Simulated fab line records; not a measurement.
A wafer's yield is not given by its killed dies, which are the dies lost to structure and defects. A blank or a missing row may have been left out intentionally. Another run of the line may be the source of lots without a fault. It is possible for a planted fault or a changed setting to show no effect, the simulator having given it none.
Which of the tools did it? :: flow n5 finfet :: 10 lots, 29 wafers sampled, at 4 steps of a route of 1938

== WHAT THE GAUGES READ, wafer by wafer ==
N5_BEOL_M4_RC_MEAS_101.
lot: L606
measured: day 8 22:50
on: prober-01
CJ_N: 4.36 4.46 4.44

lot: L607
measured: day 8 20:34
on: prober-02
CJ_N: 4.36 4.35 4.40

lot: L608
measured: day 9 03:59
on: prober-02
CJ_N: 4.32 4.31 4.27

lot: L611
measured: day 9 12:34
on: prober-01
CJ_N: 4.34 4.43 4.41

lot: L612
measured: day 10 17:13
on: prober-01
CJ_N: 4.35 4.34 4.42

lot: L613
measured: day 10 08:27
on: prober-02
CJ_N: 4.35 4.39 4.32

lot: L617
measured: day 10 21:02
on: prober-02
CJ_N: 4.09 4.20 4.36

lot: L621
measured: day 12 06:20
on: prober-02
CJ_N: 4.08 4.46

lot: L626
measured: day 13 12:33
on: prober-01
CJ_N: 4.44 4.41 4.38

lot: L629
measured: day 15 19:44
on: prober-01
CJ_N: 4.14 4.38 4.25

== WHICH TOOL RAN EACH LOT (tool, then ch and the chambers of the sampled wafers, then the start) ==
lot: L606
N5_WELL_APT_EPI_41: epi rpcvd-01 ch 0, day 1 16:07
N5_BEOL_M4_SPUTTER_96: pvd sputter-03, day 8 20:51
N5_BEOL_M4_DEP_57: pecvd-02 ch 0,1,2, day 8 22:16

lot: L607
N5_WELL_APT_EPI_41: epi rpcvd-04 ch 0, day 1 21:58
N5_BEOL_M4_SPUTTER_96: pvd sputter-01, day 8 19:13
N5_BEOL_M4_DEP_57: pecvd-01 ch 0,1,2, day 8 20:17

lot: L608
N5_WELL_APT_EPI_41: epi rpcvd-01 ch 0, day 2 04:05
N5_BEOL_M4_SPUTTER_96: pvd sputter-01, day 9 02:52
N5_BEOL_M4_DEP_57: pecvd-01 ch 0,2, day 9 03:52

lot: L611
N5_WELL_APT_EPI_41: epi rpcvd-02 ch 0, day 2 23:04
N5_BEOL_M4_SPUTTER_96: pvd sputter-03, day 9 11:25
N5_BEOL_M4_DEP_57: pecvd-02 ch 0,1,2, day 9 12:26

lot: L612
N5_WELL_APT_EPI_41: epi rpcvd-02 ch 0, day 3 04:39
N5_BEOL_M4_SPUTTER_96: pvd sputter-03, day 10 15:46
N5_BEOL_M4_DEP_57: pecvd-02 ch 1,2, day 10 17:05

lot: L613
N5_WELL_APT_EPI_41: epi rpcvd-04 ch 0, day 3 10:20
N5_BEOL_M4_SPUTTER_96: pvd sputter-01, day 10 06:58
N5_BEOL_M4_DEP_57: pecvd-03 ch 0,1, day 10 08:01

lot: L617
N5_WELL_APT_EPI_41: epi rpcvd-01 ch 0, day 4 09:58
N5_BEOL_M4_SPUTTER_96: pvd sputter-03, day 10 19:55
N5_BEOL_M4_DEP_57: pecvd-01 ch 1,2, day 10 20:55

lot: L621
N5_WELL_APT_EPI_41: epi rpcvd-01 ch 0, day 5 10:22
N5_BEOL_M4_SPUTTER_96: pvd sputter-03, day 12 03:43
N5_BEOL_M4_DEP_57: pecvd-03 ch 0,1, day 12 05:46

lot: L626
N5_WELL_APT_EPI_41: epi rpcvd-04 ch 0, day 6 16:13
N5_BEOL_M4_SPUTTER_96: pvd sputter-03, day 13 11:24
N5_BEOL_M4_DEP_57: pecvd-01 ch 0,2, day 13 12:25

lot: L629
N5_WELL_APT_EPI_41: epi rpcvd-04 ch 0, day 7 10:10
N5_BEOL_M4_SPUTTER_96: pvd sputter-01, day 15 18:38
N5_BEOL_M4_DEP_57: pecvd-01 ch 0,1,2, day 15 19:37
- N5_WELL_APT_EPI_41: deposits Si from SiH4/H2, target thk 50 nm, time 297.7 s.
- N5_BEOL_M4_SPUTTER_96: material Cu, target thk 4.5 nm, time 8.29 s.
- N5_BEOL_M4_DEP_57: deposits SiCN from 3MS/NH3, target thk 8 nm, time 14 s.

== THE ANSWER, worked out from the rows above alone ==
Rule: the usual values come from the lots themselves. Put in order of their means at a reading, lots are off if they are a third of the lots or fewer, leave a main group of 4 or more, and stand apart from it by a gap of 3 or more times the standard deviation of the main group's means; of several such gaps the widest counts. Not used: any main group whose means are identical at the precision the tables above print for the reading. A lot without any number at a reading at which 4 lots or more have one is off too. Where the step has rows for the other lots, those lots are counted as sound.
Nothing can be told from this: no lot is off at any reading shown.

== WHAT WAS PUT IN BY THE SIMULATOR ==
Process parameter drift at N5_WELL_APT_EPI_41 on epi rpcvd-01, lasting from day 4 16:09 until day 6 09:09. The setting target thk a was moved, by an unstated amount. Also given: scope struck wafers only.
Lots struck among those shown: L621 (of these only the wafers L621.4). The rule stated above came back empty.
